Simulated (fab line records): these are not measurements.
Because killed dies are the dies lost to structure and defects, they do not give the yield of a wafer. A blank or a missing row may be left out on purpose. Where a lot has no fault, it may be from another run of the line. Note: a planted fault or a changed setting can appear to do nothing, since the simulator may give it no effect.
A struck lot beside a sound one + flow n5 finfet + 15 steps out of a route of 1938
Sound: the wafers L860.3, L860.4, L860.5. Struck: wafer L874.2. (L874.3 of the same lot was not struck and is left out.) The cause comes at the end.
Per side, at each step with rows, come the tool, then ch with its chambers, and then its first start. Under that, the readings that differ: sound wafers + struck wafers + difference of the means + sigmas: that difference in standard deviations of wafers without a fault.
alike: words and numbers the same on both sides, and readings whose means are apart by under 2 such deviations; not compared: readings that were withheld, readings missing a value for some wafer, numbers with overlapping values and no deviation given by the record, and bounds like >300 which may hide the same value.
The two part at a step that has a row with sigmas, a row that says differs or no value, or rows on one side only. Non-overlapping numbers with no deviation appear without sigmas and do not part them. Lack of a reading on every wafer of one side parts them only where that side has two or more wafers.

first, 3 steps without rows for these wafers: N5_FIN_SAQP_STRIP_53 (strips in N2/H2); N5_FIN_SAQP_HM_OPEN_73 (chemistry CHF3/O2, target SiO2, stops on a-Si, target depth 12 nm, time 16.8 s); N5_FIN_SAQP_STRIP_74 (strips in CHF3/O2).
N5_FIN_SAQP_MANDREL_ETCH_22: etches a-Si in HBr/Cl2, stops on SiNx, target depth 60 nm, bt time 10 s, time 30 s.
  sound on rie si-03 ch 0,3, day 2 16:56; struck on rie si-01 ch 1, day 6 04:11
| reading                | sound          | struck | difference | sigmas |
|------------------------|----------------|--------|------------|--------|
| throttle valve pct (%) | 35.8 35.6 35.6 | 34.6   | -1.1       | -3     |
  alike: drypump motor current A, oes product au, rf fwd power W
  not compared: rf hours counter h
N5_FIN_SAQP_STRIP_55: strips in N2/H2.
  sound on rie diel-03 ch 0,2,3, day 2 17:03; struck on rie diel-01 ch 2, day 6 04:20
| reading                     | sound       | struck | difference | sigmas |
|-----------------------------|-------------|--------|------------|--------|
| drypump motor current A (A) | 4.7 5.0 5.9 | 6.4    | +1.2       | +2     |
  alike: oes product au, rf vpp V, showerhead plenum p Torr, throttle valve pct
  not compared: rf hours counter h
then, 3 steps without rows for these wafers: N5_FIN_SAQP_STRIP_23 (strips in SPM, time 750 s); N5_FIN_SAQP_SRD_66 (time 30 s); N5_FIN_SAQP_RECESS_75 (chemistry HF/NH3, target SiO2, target depth 14.4 nm, afs cycles 3, sublimation time 60 s).
N5_FIN_SAQP_SPACER1_ALD_24: deposits SiO2, target thk 20.3 nm, pulse time 1 s, purge time 2 s.
  sound on ald sin-02 ch 1,2, day 2 18:24; struck on ald sin-03 ch 0, day 6 05:05
  alike: chamber pressure Torr, heater power outer w, heater power w, precursor pulse height rel
N5_FIN_SAQP_SPACER1_ETCHBACK_25: etches SiO2 in CHF3/O2, target depth 24.4 nm, time 12.2 s.
  sound on rie diel-03 ch 0,3, day 2 19:07; struck on rie diel-05 ch 3, day 6 05:55
  alike: drypump motor current A, oes product au, rf fwd power W, rf vpp V, showerhead plenum p Torr, throttle valve pct
  not compared: rf hours counter h
then, 1 step without rows for these wafers: N5_FIN_SAQP_MANDREL1_REMOVE_56 (chemistry HBr/Cl2/O2, target a-Si, stops on SiNx, bt time 10 s).
N5_FIN_SAQP_CD_MEAS_27: target cd 20 nm.
  sound on cd sem-01 ch 0, day 2 19:19; struck on cd sem-03 ch 0, day 6 06:07
  alike: cd nm
N5_FIN_SAQP_ETCH_57: etches SiNx in CH3F/O2, target depth 32.5 nm, time 46.4 s.
  sound on rie diel-03 ch 0,3, day 2 19:22; struck on rie diel-05 ch 0, day 6 06:09
| reading                         | sound             | struck | difference | sigmas |
|---------------------------------|-------------------|--------|------------|--------|
| etch rf on time s (s)           | 46.7 47.4 46.7    | 83.7   | +36.8      | +33    |
| oes product au (a.u.)           | 0.63 0.66 0.64    | 0.49   | -0.15      | -3     |
| rf vpp V (V)                    | 304 284 305       | 285    | -13        | -2     |
| showerhead plenum p Torr (Torr) | 2.08 2.01 2.08    | 1.84   | -0.22      | -3     |
| throttle valve pct (%)          | 16.67 16.23 16.67 | 15.96  | -0.56      | -3     |
  alike: drypump motor current A, rf fwd power W
  not compared: rf hours counter h
N5_FIN_SAQP_ETCH_65: etches SiO2 in CF4, target depth 4 nm, time 4.4 s.
  sound on rie si-03 ch 0,1,3, day 2 19:28; struck on rie si-06 ch 2, day 6 06:16
| reading                | sound             | struck | difference | sigmas |
|------------------------|-------------------|--------|------------|--------|
| cf4 flow sccm (sccm)   | 79.68 80.54 80.38 | 79.60  | -0.60      | -2     |
| oes product au (a.u.)  | 1.005 0.949 0.987 | 1.026  | +0.046     | +2     |
| throttle valve pct (%) | 22.2 22.0 22.3    | 21.5   | -0.7       | -2     |
  alike: drypump motor current A, rf fwd power W
  not compared: rf hours counter h
-- record jumps: 10 days separate the struck wafers' starts on either side; left off in module FIN_SAQP, taken up again in module PASSIVATION, whose first shown step is the route's number 1936 --
N5_PASSIVATION_PROBE_49:
  struck on prober-01, day 16 04:26; sound on prober-02, day 12 10:00
| reading         | sound       | struck | difference | sigmas |
|-----------------|-------------|--------|------------|--------|
| killed at other | 5 5 8       | 0      | -6         | -2     |
| killed dies     | 119 110 112 | 81     | -33        | -2     |
| killed open     | 84 76 80    | 54     | -26        | -2     |
  alike: killed_at_M0_to_M3, killed_at_M4_up, killed at contacts, killed at front end, killed short

WHERE THEY PART
At N5_FIN_SAQP_MANDREL_ETCH_22 first; at N5_PASSIVATION_PROBE_49 last (within this record only).

WHY: the cause the simulator had injected
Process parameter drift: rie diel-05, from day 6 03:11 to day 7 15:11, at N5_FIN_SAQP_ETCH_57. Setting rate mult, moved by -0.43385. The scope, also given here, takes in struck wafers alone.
